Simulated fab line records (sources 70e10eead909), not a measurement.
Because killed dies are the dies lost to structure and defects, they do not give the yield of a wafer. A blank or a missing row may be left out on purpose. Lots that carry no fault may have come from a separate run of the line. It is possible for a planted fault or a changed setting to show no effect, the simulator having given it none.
Chamber matching    flow nandHarc    rieDiel-11 running NHARC_A_CONTACT_DESCUM_74: 4 sister chambers
The step chemistry O2, time 3 s. 4 wafers are shown with their chamber, then 9 later ones without.

== WAFERS, EACH WITH ITS CHAMBER ==
wafer   chamber  drypumpMotorCurrentA (A)
L305.1  2        5.8
L305.2  1        5.7
L314.5  0        4.9
L314.6  3        5.8

== WAFERS WITH NO CHAMBER GIVEN ==
wafer   drypumpMotorCurrentA (A)
L315.1  5.9
L315.4  5.7
L315.5  5.9
L318.4  4.9
L318.5  4.9
L318.6  5.7
L319.1  5.7
L319.2  4.9
L319.4  5.8

== EACH ONE'S CHAMBER ==
wafer   from the rows above      in truth
L315.1  can't be placed: 2 or 3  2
L315.4  1                        1
L315.5  can't be placed: 2 or 3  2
L318.4  0                        0
L318.5  0                        0
L318.6  1                        1
L319.1  1                        1
L319.2  0                        0
L319.4  can't be placed: 2 or 3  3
Correct placement for 6 of the 9. Cannot be placed on the basis of these rows: 3; the candidates contain the true chamber in 3. Placed wrongly: 0.
How it was worked out, from the rows above alone: a wafer's distance from a chamber is the root of the sum, over the readings, of the square of ((its reading less the chamber's mean) divided by the reading's scatter). The wafer belongs to the nearest chamber; if the next one is less than 2 further off, it can't be placed. For every chamber, the mean is computed from those of its wafers that are shown. The scatter: with one shown wafer a chamber, the root of the mean of the squares of how far each hidden wafer lies from its nearest shown one.
